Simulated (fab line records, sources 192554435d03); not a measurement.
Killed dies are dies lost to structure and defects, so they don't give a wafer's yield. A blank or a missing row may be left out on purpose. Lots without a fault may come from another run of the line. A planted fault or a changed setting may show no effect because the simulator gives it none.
Chamber matching | flow n5_finfet | N5_BEOL_M4_DESCUM_33 on rie_diel-05: 4 sister chambers
The step chemistry O2, time 7 s. 4 wafers are shown with their chamber, then 8 later ones without.

WAFERS WITH THEIR CHAMBER
wafer  | chamber | showerhead_plenum_p_Torr (Torr)
L085.1 | 3       | 2.08
L089.3 | 2       | 2.14
L089.5 | 1       | 2.05
L091.2 | 0       | 2.21

WAFERS WITHOUT THEIR CHAMBER
wafer  | showerhead_plenum_p_Torr (Torr)
L091.3 | 2.05
L091.6 | 2.05
L095.2 | 2.20
L095.3 | 2.14
L095.4 | 2.08
L096.3 | 2.05
L096.5 | 2.20
L096.6 | 2.05

WHICH CHAMBER EACH WENT THROUGH
wafer  | from the rows above | in truth
L091.3 | 1                   | 1
L091.6 | 1                   | 1
L095.2 | 0                   | 0
L095.3 | 2                   | 2
L095.4 | 3                   | 3
L096.3 | 1                   | 1
L096.5 | 0                   | 0
L096.6 | 1                   | 1
Placed correctly: 8 of 8. Can't be placed from these rows: 0. Placed wrongly: 0.
How it was worked out, from the rows above alone: a wafer's distance from a chamber is the root of the sum, over the readings, of the square of ((its reading less the chamber's mean) divided by the reading's scatter). The wafer belongs to the nearest chamber; if the next one is less than 2 further off, it can't be placed. A chamber's mean is the mean of its shown wafers. The scatter: with one shown wafer a chamber, the root of the mean of the squares of how far each hidden wafer lies from its nearest shown one.
